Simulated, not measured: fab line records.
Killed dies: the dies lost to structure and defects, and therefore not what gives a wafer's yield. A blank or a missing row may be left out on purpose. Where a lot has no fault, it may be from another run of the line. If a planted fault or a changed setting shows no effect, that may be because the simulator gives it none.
fab line records + flow n5_finfet
[record]
- lots = 6
- wafers = 18
- last_day = 18
route steps=1938 shown BEOL_M9@1431
lots that met no fault: taken from a fault-free run of the same line
start_h: start of the lot's first displayed wafer, in hours after the record's first day + wait_h: hours elapsed since this lot's preceding step + " identical to the entry in the row above + L1.1+2: several wafers, shown together as one row + - value missing, or start not given + * or withheld: withheld + < > ~ a bound
route shown NAME@n: names a module that has steps shown in the file, with the first one's number in the route + usual: mean/standard deviation taken from wafers without a fault + same: alike in all rows + chamber/n: place in a boat + sites: the reading at each site + _std_site: standard deviation of those values + _edge_site: outer sites' mean less inner sites' + radius_mm: how far each site lies from the wafer's centre + mask NAME#n: copy n + behind: the last tool/chamber to shape the wafer + hold: reason for holding the lot/hours on hold/outcome of the hold + device: the transistor (n, p or np) that didn't switch + end of line: the tests these same wafers got at the end of their route + where a step has no rows: the recipe by itself + killed: count of dies lost to structure and defects at first sort (not the wafer's yield) + map: the dies of a wafer, with x for killed, . for not killed, _ for no die there
set.NAME: the setting as run; set.NAME@STEP: as run at that earlier step + model.NAME: the simulator's own value behind a step, which no gauge read
lots at selected steps of the route; one table per step, one row per wafer
services: when a tool's chamber went out of use (start_h, in hours from the record's first day, below 0 if earlier), for how many hours, and the reason
[[steps]]
[step N5_BEOL_M9_EXPOSE_25]
[recipe]
- mask_id = V8
- na = 0.33
- source_shape = annular
- sigma_inner = 0.4
- sigma_outer = 0.8
- polarization = unpolarized
- dose_mj = 37.25
[step N5_BEOL_M9_PEB_26]
[recipe]
- peb_temp_c = 100
- peb_time_s = 60
- resist = CAR-EUV
[step N5_BEOL_M9_DEVELOP_27]
[recipe]
- develop_time_s = 30
- developer = TMAH
- resist = CAR-EUV
- rinse_liquid = surfactant_rinse
- dry = air_spin
- dev_temp_c = 23
[step N5_BEOL_M9_CD_MEAS_28]
[recipe]
- target_cd_nm = 70
- landing_energy_ev = 500
- detector = se_inlens
- polarity = opening
[usual]
- cd_nm = 70.06/0.24
| lot.wafer | tool      | chamber | start_h | wait_h | cd_nm |
|-----------|-----------|---------|---------|--------|-------|
| L439.1    | cd_sem-02 | 0       | 232.13  | -      | 70.13 |
| L439.4    | "         | 0       | "       | "      | 70.09 |
| L439.5    | "         | 0       | "       | "      | 69.55 |
| L448.1    | cd_sem-01 | 0       | 273.97  | -      | 70.14 |
| L448.3    | "         | 0       | "       | "      | 70.17 |
| L448.4    | "         | 0       | "       | "      | 69.95 |
| L449.3    | cd_sem-03 | 0       | 290.53  | -      | 69.93 |
| L449.4    | "         | 0       | "       | "      | 70.17 |
| L449.6    | "         | 0       | "       | "      | 69.81 |
| L451.2    | cd_sem-03 | 0       | 299.43  | -      | 69.96 |
| L451.3    | "         | 0       | "       | "      | 70.29 |
| L451.4    | "         | 0       | "       | "      | 69.45 |
| L459.2    | cd_sem-01 | 0       | 358.95  | -      | 69.86 |
| L459.3    | "         | 0       | "       | "      | 70.19 |
| L459.6    | "         | 0       | "       | "      | 69.55 |
| L460.2    | cd_sem-02 | 0       | 361.35  | -      | 69.98 |
| L460.3    | "         | 0       | "       | "      | 69.61 |
| L460.5    | "         | 0       | "       | "      | 69.51 |
[step N5_BEOL_M9_OVL_MEAS_29]
[recipe]
- points_per_wafer = 522
[usual]
- V8_OVL = -0.4/0.66
| lot.wafer | tool       | chamber | start_h | wait_h | V8_OVL[nm] |
|-----------|------------|---------|---------|--------|------------|
| L439.1    | overlay-02 | 0       | 232.16  | 0.0    | -1.0       |
| L439.4    | "          | 0       | "       | "      | 0.2        |
| L439.5    | "          | 0       | "       | "      | -0.8       |
| L448.1    | overlay-02 | 0       | 274.01  | 0.0    | 0.1        |
| L448.3    | "          | 0       | "       | "      | -0.2       |
| L448.4    | "          | 0       | "       | "      | -1.1       |
| L449.3    | overlay-02 | 0       | 290.57  | 0.0    | 0.3        |
| L449.4    | "          | 0       | "       | "      | -0.2       |
| L449.6    | "          | 0       | "       | "      | -0.6       |
| L451.2    | overlay-01 | 0       | 299.46  | 0.0    | 0.2        |
| L451.3    | "          | 0       | "       | "      | -0.7       |
| L451.4    | "          | 0       | "       | "      | 0.0        |
| L459.2    | overlay-02 | 0       | 358.99  | 0.0    | -0.9       |
| L459.3    | "          | 0       | "       | "      | 0.2        |
| L459.6    | "          | 0       | "       | "      | 0.2        |
| L460.2    | overlay-02 | 0       | 361.39  | 0.0    | 0.3        |
| L460.3    | "          | 0       | "       | "      | 0.8        |
| L460.5    | "          | 0       | "       | "      | -0.3       |
[step N5_BEOL_M9_INSPECT_30]
[recipe]
- mode = adi
- inspect_instrument = brightfield
[usual]
- raw_defect_count = 389/92
| lot.wafer | tool              | chamber | start_h | wait_h | raw_defect_count |
|-----------|-------------------|---------|---------|--------|------------------|
| L439.1    | defect_inspect-01 | -       | 232.22  | 0.1    | 275              |
| L439.4    | "                 | -       | "       | "      | 239              |
| L439.5    | "                 | -       | "       | "      | 296              |
| L448.1    | defect_inspect-02 | -       | 274.07  | 0.1    | 389              |
| L448.3    | "                 | -       | "       | "      | 518              |
| L448.4    | "                 | -       | "       | "      | 648              |
| L449.3    | defect_inspect-02 | -       | 290.62  | 0.0    | 366              |
| L449.4    | "                 | -       | "       | "      | 424              |
| L449.6    | "                 | -       | "       | "      | 532              |
| L451.2    | defect_inspect-02 | -       | 299.52  | 0.0    | 478              |
| L451.3    | "                 | -       | "       | "      | 508              |
| L451.4    | "                 | -       | "       | "      | 493              |
| L459.2    | defect_inspect-01 | -       | 359.04  | 0.0    | 288              |
| L459.3    | "                 | -       | "       | "      | 298              |
| L459.6    | "                 | -       | "       | "      | 294              |
| L460.2    | defect_inspect-01 | -       | 361.44  | 0.0    | 346              |
| L460.3    | "                 | -       | "       | "      | 454              |
| L460.5    | "                 | -       | "       | "      | 296              |
[step N5_BEOL_M9_DESCUM_33]
[recipe]
- chemistry = O2
- time_s = 7
- source_power_w = 50
- bias_power_w = 20
- pressure_mtorr = 20
- rf_frequency_hz = 2.712e+07
- temp_c = 40
- resist = CAR-EUV
- o2_flow_sccm = 225
[usual]
- bias_power_w = 20.00/0.057
- drypump_motor_current_A = 5.8/0.52
- oes_product_au = 0.78/0.08
- rf_vpp_V = 243.6/1.4
- showerhead_plenum_p_Torr = 2.12/0.064
- temp_c = 40.00/0.11
- throttle_valve_pct = 20.4/0.37
[same]
- time_s = 7
| lot.wafer | tool        | chamber | start_h | wait_h | bias_power_w | drypump_motor_current_A | oes_product_au | rf_hours_counter_h | rf_vpp_V | showerhead_plenum_p_Torr | temp_c | throttle_valve_pct |
|-----------|-------------|---------|---------|--------|--------------|-------------------------|----------------|--------------------|----------|--------------------------|--------|--------------------|
| L439.1    | rie_diel-03 | 0       | 232.25  | 0.0    | 19.96        | 5.9                     | 0.75           | 178                | 243.3    | 2.09                     | 39.97  | 20.4               |
| L439.4    | "           | 1       | "       | "      | 20.02        | 6.0                     | 0.73           | 184                | 240.0    | 1.99                     | 40.13  | 20.6               |
| L439.5    | "           | 2       | "       | "      | 19.98        | 5.0                     | 0.80           | -                  | 242.2    | 2.11                     | 40.03  | 20.7               |
| L448.1    | rie_diel-04 | 1       | 274.34  | 0.3    | 20.14        | 6.3                     | 0.72           | 218                | 244.6    | 2.15                     | 40.10  | 20.1               |
| L448.3    | "           | 3       | "       | "      | 19.97        | 5.8                     | 0.94           | 23                 | 245.0    | 2.15                     | 39.96  | 19.9               |
| L448.4    | "           | 0       | "       | "      | 20.07        | 5.6                     | 0.71           | 212                | 243.0    | 2.07                     | 39.91  | 20.8               |
| L449.3    | rie_diel-04 | 3       | 290.65  | 0.0    | 20.10        | 5.7                     | 0.93           | 28                 | 244.6    | 2.15                     | 39.96  | 19.9               |
| L449.4    | "           | 1       | "       | "      | 19.97        | 6.3                     | 0.71           | 223                | 244.0    | 2.15                     | 39.90  | 20.1               |
| L449.6    | "           | 2       | "       | "      | 19.95        | 5.7                     | 0.71           | -                  | 245.2    | 2.18                     | 39.75  | 20.9               |
| L451.2    | rie_diel-02 | 3       | 299.55  | 0.0    | 20.05        | 6.6                     | 0.86           | 66                 | 244.4    | 2.21                     | 39.99  | 20.3               |
| L451.3    | "           | 0       | "       | "      | 20.09        | 5.1                     | 0.68           | 238                | 243.0    | 2.05                     | 39.83  | 20.8               |
| L451.4    | "           | 2       | "       | "      | 19.98        | 6.6                     | 0.84           | 60                 | 243.4    | 2.11                     | 39.93  | 19.8               |
| L459.2    | rie_diel-04 | 2       | 359.07  | 0.0    | 20.06        | 5.7                     | 0.69           | 199                | 244.6    | 2.18                     | 39.84  | 20.9               |
| L459.3    | "           | 0       | "       | "      | 20.02        | 5.6                     | 0.69           | 227                | 240.8    | 2.06                     | 39.89  | 20.9               |
| L459.6    | "           | 1       | "       | "      | 20.07        | 6.3                     | 0.70           | -                  | 243.3    | 2.15                     | 40.03  | 20.1               |
| L460.2    | rie_diel-03 | 3       | 361.51  | 0.1    | 20.03        | 5.6                     | 0.81           | 89                 | 244.6    | 2.21                     | 39.97  | 20.3               |
| L460.3    | "           | 1       | "       | "      | 19.93        | 6.0                     | 0.69           | 226                | 241.1    | 1.98                     | 39.91  | 20.7               |
| L460.5    | "           | 0       | "       | "      | 19.97        | 5.9                     | 0.72           | -                  | 242.5    | 2.07                     | 40.12  | 20.5               |
[step N5_BEOL_M9_ETCH_76]
[recipe]
- chemistry = N2/H2
- target = underlayer
- target_depth_a = 65
- mask_material = CAR-EUV
- time_s = 5.2
- ion_energy_ev = 200
- pressure_mtorr = 30
- source_w = 840
- bias_w = 150
- n2_flow_sccm = 200
- h2_flow_sccm = 200
- ends = cleared
[usual]
- drypump_motor_current_A = 5.8/0.53
- etch_rf_on_time_s = 5.20/0.13
- oes_product_au = 0.67/0.072
- rf_fwd_power_W = 819.3/2.6
- rf_vpp_V = 524.9/2.3
- showerhead_plenum_p_Torr = 2.58/0.08
- throttle_valve_pct = 17.81/0.26
| lot.wafer | tool        | chamber | start_h | wait_h | drypump_motor_current_A | etch_rf_on_time_s | oes_product_au | rf_fwd_power_W | rf_hours_counter_h | rf_vpp_V | showerhead_plenum_p_Torr | throttle_valve_pct |
|-----------|-------------|---------|---------|--------|-------------------------|-------------------|----------------|----------------|--------------------|----------|--------------------------|--------------------|
| L439.1    | rie_diel-03 | 0       | 232.29  | 0.0    | 5.9                     | 5.31              | 0.63           | 818.2          | 178                | 523.9    | 2.54                     | 17.95              |
| L439.4    | "           | 1       | "       | "      | 6.0                     | 5.29              | 0.62           | 818.1          | 184                | 520.3    | 2.41                     | 17.95              |
| L439.5    | "           | 2       | "       | "      | 5.0                     | 5.31              | 0.67           | 814.7          | -                  | 522.0    | 2.54                     | 17.87              |
| L448.1    | rie_diel-04 | 1       | 274.37  | 0.0    | 6.3                     | 5.21              | 0.61           | 819.5          | 218                | 525.9    | 2.63                     | 17.62              |
| L448.3    | "           | 3       | "       | "      | 5.8                     | 4.92              | 0.82           | 817.2          | 23                 | 526.2    | 2.61                     | 17.37              |
| L448.4    | "           | 0       | "       | "      | 5.6                     | 5.25              | 0.59           | 818.9          | 212                | 524.7    | 2.50                     | 18.11              |
| L449.3    | rie_diel-04 | 3       | 290.69  | 0.0    | 5.7                     | 4.95              | 0.80           | 822.2          | 28                 | 526.9    | 2.61                     | 17.39              |
| L449.4    | "           | 1       | "       | "      | 6.3                     | 5.34              | 0.61           | 817.0          | 223                | 526.0    | 2.62                     | 17.62              |
| L449.6    | "           | 2       | "       | "      | 5.7                     | 5.29              | 0.60           | 820.0          | -                  | 525.9    | 2.62                     | 18.14              |
| L451.2    | rie_diel-02 | 3       | 299.58  | 0.0    | 6.6                     | 5.03              | 0.75           | 816.5          | 66                 | 528.3    | 2.70                     | 17.79              |
| L451.3    | "           | 0       | "       | "      | 5.1                     | 5.16              | 0.57           | 818.9          | 238                | 520.0    | 2.50                     | 18.26              |
| L451.4    | "           | 2       | "       | "      | 6.6                     | 5.18              | 0.70           | 820.3          | 60                 | 524.3    | 2.59                     | 17.58              |
| L459.2    | rie_diel-04 | 2       | 359.11  | 0.0    | 5.7                     | 5.21              | 0.59           | 818.4          | 199                | 524.5    | 2.61                     | 18.14              |
| L459.3    | "           | 0       | "       | "      | 5.6                     | 5.26              | 0.59           | 823.4          | 227                | 522.0    | 2.49                     | 18.12              |
| L459.6    | "           | 1       | "       | "      | 6.3                     | 5.24              | 0.60           | 819.4          | -                  | 524.9    | 2.62                     | 17.63              |
| L460.2    | rie_diel-03 | 3       | 361.55  | 0.0    | 5.7                     | 5.25              | 0.69           | 822.5          | 89                 | 526.3    | 2.67                     | 17.67              |
| L460.3    | "           | 1       | "       | "      | 6.0                     | 5.37              | 0.59           | 820.6          | 226                | 521.8    | 2.40                     | 18.04              |
| L460.5    | "           | 0       | "       | "      | 6.0                     | 5.44              | 0.61           | 822.7          | -                  | 523.9    | 2.52                     | 18.03              |
[step N5_BEOL_M9_ETCH_65]
[recipe]
- chemistry = CF4
- target = SiARC
- target_depth_a = 156
- mask_material = CAR-EUV
- time_s = 26
- ion_energy_ev = 80
- pressure_mtorr = 40
- source_w = 545
- bias_w = 36
- Ar_flow_sccm = 100
- cf4_flow_sccm = 100
- ends = cleared
[usual]
- drypump_motor_current_A = 5.8/0.52
- etch_rf_on_time_s = 26.0/0.61
- oes_product_au = 0.67/0.072
- rf_fwd_power_W = 532.1/2.4
- rf_vpp_V = 184.4/1.1
- showerhead_plenum_p_Torr = 2.17/0.06
- throttle_valve_pct = 15.6/0.33
| lot.wafer | tool        | chamber | start_h | wait_h | drypump_motor_current_A | etch_rf_on_time_s | oes_product_au | rf_fwd_power_W | rf_hours_counter_h | rf_vpp_V | showerhead_plenum_p_Torr | throttle_valve_pct |
|-----------|-------------|---------|---------|--------|-------------------------|-------------------|----------------|----------------|--------------------|----------|--------------------------|--------------------|
| L439.1    | rie_diel-03 | 0       | 232.30  | 0.0    | 5.9                     | 26.7              | 0.63           | 529.6          | 178                | 183.9    | 2.14                     | 15.7               |
| L439.4    | "           | 1       | "       | "      | 6.0                     | 26.0              | 0.63           | 537.5          | 184                | 182.0    | 2.04                     | 15.8               |
| L439.5    | "           | 2       | "       | "      | 5.0                     | 26.6              | 0.67           | 532.7          | -                  | 184.7    | 2.15                     | 15.7               |
| L448.1    | rie_diel-04 | 1       | 274.39  | 0.0    | 6.3                     | 26.8              | 0.60           | 533.2          | 218                | 184.8    | 2.20                     | 15.4               |
| L448.3    | "           | 3       | "       | "      | 5.7                     | 24.6              | 0.83           | 531.9          | 23                 | 184.1    | 2.18                     | 15.0               |
| L448.4    | "           | 0       | "       | "      | 5.6                     | 26.5              | 0.60           | 526.5          | 212                | 184.5    | 2.12                     | 16.0               |
| L449.3    | rie_diel-04 | 3       | 290.70  | 0.0    | 5.8                     | 24.9              | 0.80           | 532.1          | 28                 | 185.7    | 2.18                     | 15.0               |
| L449.4    | "           | 1       | "       | "      | 6.3                     | 26.8              | 0.61           | 534.9          | 223                | 185.7    | 2.20                     | 15.5               |
| L449.6    | "           | 2       | "       | "      | 5.7                     | 26.2              | 0.61           | 532.8          | -                  | 185.9    | 2.21                     | 16.0               |
| L451.2    | rie_diel-02 | 3       | 299.60  | 0.0    | 6.6                     | 25.8              | 0.73           | 530.2          | 66                 | 184.7    | 2.25                     | 15.5               |
| L451.3    | "           | 0       | "       | "      | 5.1                     | 26.4              | 0.57           | 532.2          | 238                | 183.6    | 2.10                     | 16.0               |
| L451.4    | "           | 2       | "       | "      | 6.6                     | 26.1              | 0.71           | 527.4          | 60                 | 184.1    | 2.18                     | 15.2               |
| L459.2    | rie_diel-04 | 2       | 359.12  | 0.0    | 5.7                     | 26.0              | 0.59           | 531.0          | 199                | 185.0    | 2.21                     | 16.0               |
| L459.3    | "           | 0       | "       | "      | 5.6                     | 26.6              | 0.59           | 535.4          | 227                | 184.4    | 2.12                     | 16.0               |
| L459.6    | "           | 1       | "       | "      | 6.3                     | 26.4              | 0.60           | 534.5          | -                  | 184.8    | 2.20                     | 15.5               |
| L460.2    | rie_diel-03 | 3       | 361.57  | 0.0    | 5.6                     | 25.9              | 0.70           | 535.1          | 89                 | 184.4    | 2.25                     | 15.4               |
| L460.3    | "           | 1       | "       | "      | 6.0                     | 26.6              | 0.60           | 535.6          | 226                | 183.1    | 2.03                     | 15.9               |
| L460.5    | "           | 0       | "       | "      | 5.9                     | 26.8              | 0.60           | 526.4          | -                  | 182.9    | 2.12                     | 15.8               |
[step N5_BEOL_M9_ETCH_66]
[recipe]
- chemistry = N2/H2
- target = SOC
- target_depth_a = 800
- overetch_a = 160
- mask_material = SiARC
- temp_c = 40
- time_s = 120
- ion_energy_ev = 200
- pressure_mtorr = 30
- source_w = 840
- bias_w = 150
- n2_flow_sccm = 200
- h2_flow_sccm = 200
[usual]
- drypump_motor_current_A = 5.8/0.52
- oes_product_au = 0.60/0.058
- rf_fwd_power_W = 835.2/2.7
- rf_vpp_V = 524.9/2.1
- showerhead_plenum_p_Torr = 2.58/0.08
- temp_c = 39.99/0.1
- throttle_valve_pct = 17.77/0.26
[same]
- time_s = 120
| lot.wafer | tool        | chamber | start_h | wait_h | drypump_motor_current_A | oes_product_au | rf_fwd_power_W | rf_hours_counter_h | rf_vpp_V | showerhead_plenum_p_Torr | temp_c | throttle_valve_pct |
|-----------|-------------|---------|---------|--------|-------------------------|----------------|----------------|--------------------|----------|--------------------------|--------|--------------------|
| L439.1    | rie_diel-03 | 0       | 232.33  | 0.0    | 5.9                     | 0.57           | 838.6          | 178                | 523.1    | 2.54                     | 40.05  | 17.90              |
| L439.4    | "           | 1       | "       | "      | 6.0                     | 0.56           | 839.7          | 184                | 522.0    | 2.41                     | 39.91  | 17.93              |
| L439.5    | "           | 2       | "       | "      | 5.0                     | 0.61           | 831.0          | -                  | 523.9    | 2.54                     | 40.19  | 17.83              |
| L448.1    | rie_diel-04 | 1       | 274.41  | 0.0    | 6.3                     | 0.56           | 834.1          | 218                | 525.5    | 2.63                     | 40.05  | 17.58              |
| L448.3    | "           | 3       | "       | "      | 5.7                     | 0.71           | 837.1          | 23                 | 525.8    | 2.61                     | 39.93  | 17.31              |
| L448.4    | "           | 0       | "       | "      | 5.6                     | 0.54           | 833.5          | 212                | 521.5    | 2.50                     | 39.85  | 18.07              |
| L449.3    | rie_diel-04 | 3       | 290.73  | 0.0    | 5.7                     | 0.69           | 835.2          | 28                 | 526.4    | 2.61                     | 40.06  | 17.33              |
| L449.4    | "           | 1       | "       | "      | 6.3                     | 0.55           | 837.9          | 223                | 527.5    | 2.62                     | 40.05  | 17.59              |
| L449.6    | "           | 2       | "       | "      | 5.7                     | 0.54           | 837.0          | -                  | 528.3    | 2.62                     | 40.24  | 18.08              |
| L451.2    | rie_diel-02 | 3       | 299.63  | 0.0    | 6.6                     | 0.65           | 832.0          | 66                 | 528.9    | 2.70                     | 39.90  | 17.74              |
| L451.3    | "           | 0       | "       | "      | 5.1                     | 0.52           | 834.7          | 238                | 522.5    | 2.50                     | 40.09  | 18.21              |
| L451.4    | "           | 2       | "       | "      | 6.6                     | 0.64           | 832.5          | 60                 | 525.8    | 2.59                     | 40.11  | 17.57              |
| L459.2    | rie_diel-04 | 2       | 359.15  | 0.0    | 5.7                     | 0.54           | 835.5          | 199                | 525.6    | 2.61                     | 40.11  | 18.11              |
| L459.3    | "           | 0       | "       | "      | 5.6                     | 0.53           | 833.5          | 227                | 523.2    | 2.49                     | 39.99  | 18.06              |
| L459.6    | "           | 1       | "       | "      | 6.3                     | 0.55           | 834.4          | -                  | 525.3    | 2.62                     | 40.04  | 17.60              |
| L460.2    | rie_diel-03 | 3       | 361.59  | 0.0    | 5.6                     | 0.62           | 838.5          | 89                 | 526.9    | 2.67                     | 40.00  | 17.63              |
| L460.3    | "           | 1       | "       | "      | 6.0                     | 0.54           | 840.1          | 226                | 519.8    | 2.39                     | 40.09  | 18.00              |
| L460.5    | "           | 0       | "       | "      | 6.0                     | 0.55           | 833.2          | -                  | 523.5    | 2.52                     | 39.97  | 17.96              |
[step N5_BEOL_M9_STRIP_69]
[recipe]
- chemistry = N2/H2
- temp_c = 40
- n2_flow_sccm = 200
- h2_flow_sccm = 200
- rf_frequency_hz = 6e+07
[step N5_BEOL_M9_STRIP_77]
[recipe]
- chemistry = N2/H2
- temp_c = 40
- n2_flow_sccm = 200
- h2_flow_sccm = 200
- rf_frequency_hz = 6e+07
[step N5_BEOL_M9_VIA_ETCH_34]
[recipe]
- chemistry = C4F6/O2
- target = SiCOH_lowk
- target_depth_a = 1824
- mask_material = SOC
- taper_deg = 4
- time_s = 68.4
- ion_energy_ev = 250
- pressure_mtorr = 30
- source_w = 345
- bias_w = 185
- Ar_flow_sccm = 300
- C4F6_flow_sccm = 10
- O2_flow_sccm = 10
[usual]
- drypump_motor_current_A = 5.8/0.52
- oes_product_au = 0.78/0.082
- rf_fwd_power_W = 342.0/1.3
- rf_vpp_V = 666/13
- showerhead_plenum_p_Torr = 2.89/0.08
- throttle_valve_pct = 20.9/0.37
[same]
- time_s = 68.4
| lot.wafer | tool        | chamber | start_h | wait_h | drypump_motor_current_A | oes_product_au | rf_fwd_power_W | rf_hours_counter_h | rf_vpp_V | showerhead_plenum_p_Torr | throttle_valve_pct | model.etch.depth_nm | model.SOC_of_BEOL_M9_COAT_63.thk_nm |
|-----------|-------------|---------|---------|--------|-------------------------|----------------|----------------|--------------------|----------|--------------------------|--------------------|---------------------|-------------------------------------|
| L439.1    | rie_diel-03 | 0       | 232.43  | 0.0    | 5.9                     | 0.74           | 343.1          | 178                | 661      | 2.85                     | 21.0               | 176.1               | 51.8                                |
| L439.4    | "           | 1       | "       | "      | 6.0                     | 0.73           | 343.6          | 184                | 637      | 2.71                     | 21.1               | 176.8               | 51.4                                |
| L439.5    | "           | 2       | "       | "      | 5.1                     | 0.77           | 341.6          | -                  | 655      | 2.85                     | 21.0               | 176.7               | 51.4                                |
| L448.1    | rie_diel-04 | 1       | 274.52  | 0.0    | 6.3                     | 0.71           | 342.3          | 218                | 681      | 2.93                     | 20.6               | 180.4               | 50.8                                |
| L448.3    | "           | 3       | "       | "      | 5.7                     | 0.89           | 257.8          | 23                 | 759      | 2.88                     | 20.2               | 169.4               | 51.4                                |
| L448.4    | "           | 0       | "       | "      | 5.6                     | 0.70           | 341.7          | 212                | 670      | 2.83                     | 21.4               | 179.9               | 51                                  |
| L449.3    | rie_diel-04 | 3       | 290.83  | 0.0    | 5.7                     | 0.87           | 258.1          | 29                 | 761      | 2.88                     | 20.2               | 168.8               | 51.8                                |
| L449.4    | "           | 1       | "       | "      | 6.3                     | 0.71           | 342.7          | 223                | 681      | 2.92                     | 20.6               | 178.8               | 51.2                                |
| L449.6    | "           | 2       | "       | "      | 5.7                     | 0.71           | 340.9          | -                  | 683      | 2.95                     | 21.3               | 180.7               | 51                                  |
| L451.2    | rie_diel-02 | 3       | 299.73  | 0.0    | 6.6                     | 0.85           | 340.7          | 66                 | 672      | 3.00                     | 20.8               | 183.8               | 50.4                                |
| L451.3    | "           | 0       | "       | "      | 5.1                     | 0.67           | 339.9          | 238                | 669      | 2.81                     | 21.4               | 179.8               | 51                                  |
| L451.4    | "           | 2       | "       | "      | 6.6                     | 0.83           | 341.7          | 60                 | 680      | 2.89                     | 20.4               | 183.3               | 50.6                                |
| L459.2    | rie_diel-04 | 2       | 359.25  | 0.0    | 5.7                     | 0.70           | 343.6          | 199                | 683      | 2.94                     | 21.3               | 182.9               | 51                                  |
| L459.3    | "           | 0       | "       | "      | 5.6                     | 0.69           | 342.4          | 227                | 671      | 2.83                     | 21.4               | 179                 | 51.2                                |
| L459.6    | "           | 1       | "       | "      | 6.3                     | 0.71           | 341.9          | -                  | 681      | 2.92                     | 20.6               | 180.4               | 51                                  |
| L460.2    | rie_diel-03 | 3       | 361.69  | 0.0    | 5.6                     | 0.82           | 341.7          | 89                 | 644      | 3.00                     | 20.8               | 181.2               | 51.2                                |
| L460.3    | "           | 1       | "       | "      | 6.0                     | 0.68           | 342.7          | 226                | 636      | 2.70                     | 21.1               | 175.3               | 51.6                                |
| L460.5    | "           | 0       | "       | "      | 6.0                     | 0.71           | 342.4          | -                  | 660      | 2.83                     | 21.1               | 178.7               | 51.4                                |
[step N5_BEOL_M9_STRIP_73]
[recipe]
- chemistry = C4F6/O2
- resist = SiARC
- rf_frequency_hz = 6e+07
[[services]]
| tool        | chamber | start_h | hours | kind                          |
|-------------|---------|---------|-------|-------------------------------|
| rie_diel-03 | 0       | 236.50  | 2.5   | repair                        |
| rie_diel-04 | 1       | 264.02  | 3.2   | repair                        |
| rie_diel-02 | 1       | 266.25  | 1.6   | repair                        |
| rie_diel-04 | -       | 301.12  | 28.1  | pm                            |
| rie_diel-02 | 0       | 307.62  | 3.9   | repair                        |
| rie_diel-02 | 0       | 333.52  | -     | clean                         |
| rie_diel-02 | 0       | 333.52  | -     | consumable_replace:focus_ring |
| rie_diel-02 | 0       | 333.52  | 15.5  | scheduled_down                |
| rie_diel-02 | 0       | 333.52  | 15.5  | vent_cycle                    |
| rie_diel-03 | 3       | 356.86  | 1.3   | repair                        |
[[key]]
[first_sign]
- step = N5_BEOL_M9_VIA_ETCH_34
- reading = rf_fwd_power_W
- direction = down
- sigmas = 65
- usual = *
- struck = *
[effect]
- step = N5_BEOL_M9_VIA_ETCH_34
- reading = rf_vpp_V
- direction = up
- sigmas = 7
- usual = 666
- struck = 760
[model_effect]
- step = N5_BEOL_M9_VIA_ETCH_34
- value = etch.depth_nm
- without = 188
- struck = 169.1
met_at N5_BEOL_M9_VIA_ETCH_34
struck_wafers L448.3,L449.3
[fault]
- kind = process_parameter_drift
- tool = rie_diel-04
- chamber = 3
- onset_h = 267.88
- steps = N5_BEOL_M9_VIA_ETCH_34
- channel = source_w
- offset = -82.8
- shape = step
- end_h = 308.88
- acts_in = these_recipes_only
- stated = 345
